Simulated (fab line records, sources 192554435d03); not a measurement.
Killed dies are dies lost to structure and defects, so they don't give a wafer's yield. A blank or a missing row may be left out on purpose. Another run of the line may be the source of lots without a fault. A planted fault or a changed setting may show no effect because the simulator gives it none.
Struck lot and sound lot, side by side    flow n5 finfet    20 steps out of a route of 1938
Sound: the wafers L956.1, L956.3, L956.5. Struck: wafer L970.1 (left out: L970.4, L970.5 of the same lot, which were not struck); the cause appears at the end.
Per side, at each step with rows, come the tool, then ch with its chambers, and then its first start. Under that, the readings that differ: sound wafers    struck wafers    difference of the means    sigmas: that difference in standard deviations of wafers without a fault.
alike: words and numbers the same on both sides, and readings whose means are apart by under 2 such deviations; not compared: readings that were withheld, readings missing a value for some wafer, numbers with overlapping values and no deviation given by the record, and bounds like >300 which may hide the same value.
The two part at a step that has a row with sigmas, a row that says differs or no value, or rows on one side only. When numbers do not overlap yet have no deviation, they are printed without sigmas and do not part them. Lack of a reading on every wafer of one side parts them only where that side has two or more wafers.

first, 6 steps without rows for these wafers: N5_BEOL_M0_SAQP_COAT_34 (resist thk 30 nm); N5_BEOL_M0_SAQP_EBR_36; N5_BEOL_M0_SAQP_SOFTBAKE_35 (time 60 s); N5_BEOL_M0_SAQP_EXPOSE_37 (exposes mask M0 CUT1, target cd 30 nm); N5_BEOL_M0_SAQP_PEB_38 (peb time 60 s); N5_BEOL_M0_SAQP_DEVELOP_39 (develop time 30 s).
N5_BEOL_M0_SAQP_CD_MEAS_40: target cd 30 nm.
  sound on cd sem-03 ch 0, day 6 07:11; struck on cd sem-03 ch 0, day 9 13:31
  alike: cd nm
N5_BEOL_M0_SAQP_OVL_MEAS_41:
  sound on overlay-01 ch 0, day 6 07:13; struck on overlay-02 ch 0, day 9 13:34
  alike: M0_CUT1_OVL
N5_BEOL_M0_SAQP_INSPECT_42: inspects for defects (brightfield).
  sound on defect inspect-02 at day 6 07:17; struck on defect inspect-02 at day 9 13:37
  alike: raw defect count
N5_BEOL_M0_SAQP_DESCUM_45: chemistry O2, time 7 s.
  sound on rie diel-05 ch 0,3, day 6 07:38; struck on rie diel-05 ch 0, day 9 13:59
reading                sound           struck  difference  sigmas
oes product au (a.u.)  0.73 0.71 0.72  1.02    +0.30       +4
  alike: drypump motor current A, rf vpp V, showerhead plenum p Torr, throttle valve pct
  not compared: rf hours counter h
N5_BEOL_M0_SAQP_ETCH_88: etches underlayer in N2/H2, target depth 6.5 nm, time 5.2 s.
  sound on rie diel-05 ch 0,3, day 6 07:40; struck on rie diel-05 ch 0, day 9 14:01
reading                sound           struck  difference  sigmas
oes product au (a.u.)  0.63 0.61 0.62  0.84    +0.22       +3
  alike: bias w, drypump motor current A, etch rf on time s, h2 flow sccm, rf vpp V, showerhead plenum p Torr, throttle valve pct
  not compared: rf hours counter h
N5_BEOL_M0_SAQP_ETCH_73: etches SiARC in CF4, target depth 19.5 nm, time 32.5 s.
  sound on rie diel-05 ch 0,3, day 6 07:41; struck on rie diel-05 ch 0, day 9 14:02
reading                sound           struck  difference  sigmas
oes product au (a.u.)  0.63 0.60 0.62  0.85    +0.23       +3
  alike: bias w, drypump motor current A, etch rf on time s, rf vpp V, showerhead plenum p Torr, throttle valve pct
  not compared: rf hours counter h
N5_BEOL_M0_SAQP_CUT_ETCH_46: etches SOC in N2/H2, target depth 135 nm, overetch 27 nm, time 202.5 s.
  sound on rie diel-05 ch 0,3, day 6 07:43; struck on rie diel-05 ch 0, day 9 14:04
reading                                          sound              struck  difference  sigmas
h2 flow sccm (sccm)                              198.9 199.7 200.5  200.9   +1.2        +2
model.SiARC_of_BEOL_M0_SAQP_COAT_72.thk nm (nm)  5 5.2 4.8          7       +2          
model.BEOL_M0_SAQP.cd nm (nm)                    30.2 29.8 30       29      -1          
  alike: drypump motor current A, rf vpp V, showerhead plenum p Torr, throttle valve pct
  not compared: bias w, rf hours counter h
then, 2 steps without rows for these wafers: N5_BEOL_M0_SAQP_STRIP_74 (strips in N2/H2); N5_BEOL_M0_SAQP_STRIP_89 (strips in N2/H2).
N5_BEOL_M0_SAQP_ALD_48: deposits SiO2, target thk 20 nm, pulse time 1 s, co reactant pulse time 1 s.
  sound on ald sin-01 ch 0,2, day 6 07:58; struck on ald sin-01 ch 2, day 9 14:16
  alike: heater power w, precursor pulse height rel
N5_BEOL_M0_SAQP_ETCH_49: etches SiO2 in CF4/O2, target depth 37 nm.
  sound on rie diel-02 ch 1,2,3, day 6 08:40; struck on rie diel-02 ch 1, day 9 14:48
reading                        sound       struck  difference  sigmas
model.BEOL_M0_SAQP.cd nm (nm)  30.2 30 30  29      -1          
  alike: bias w, drypump motor current A, oes product au, rf vpp V, showerhead plenum p Torr, throttle valve pct
  not compared: rf hours counter h
N5_BEOL_M0_SAQP_STRIP_75: strips in CF4.
  sound on rie diel-02 ch 1,2,3, day 6 08:46; struck on rie diel-02 ch 1, day 9 14:54
  alike: drypump motor current A, oes product au, rf vpp V, showerhead plenum p Torr, throttle valve pct
  not compared: rf hours counter h
-- a jump in the record: the struck wafers' starts before and after are 4 days apart (it breaks off in module BEOL_M0_SAQP and resumes in module BEOL_M4, where the first step shown is number 1111 of the route) --
N5_BEOL_M4_RC_MEAS_101:
  sound on prober-01 ch 0, day 11 02:20; struck on prober-02 ch 0, day 14 01:43
reading    sound        struck  difference  sigmas
VT_N (mV)  245 251 248  255     +7          +2
  alike: DIBL_N, DIBL_P, IOFF_N, IOFF_P, ION_N, ION_P, SS_N, SS_P, VT_P
-- the record jumps here: 5 days lie between the struck wafers' starts before and after (it left off in module BEOL_M4 and takes up again in module PASSIVATION, whose first step shown is number 1936 of the route) --
N5_PASSIVATION_PROBE_49:
  record: rows for the struck wafers here (prober-01, day 18 15:39), none for the sound ones

== WHERE THEY PART ==
First at N5_BEOL_M0_SAQP_DESCUM_45; last, within this record, at N5_PASSIVATION_PROBE_49.

WHY: what had been put in by the simulator
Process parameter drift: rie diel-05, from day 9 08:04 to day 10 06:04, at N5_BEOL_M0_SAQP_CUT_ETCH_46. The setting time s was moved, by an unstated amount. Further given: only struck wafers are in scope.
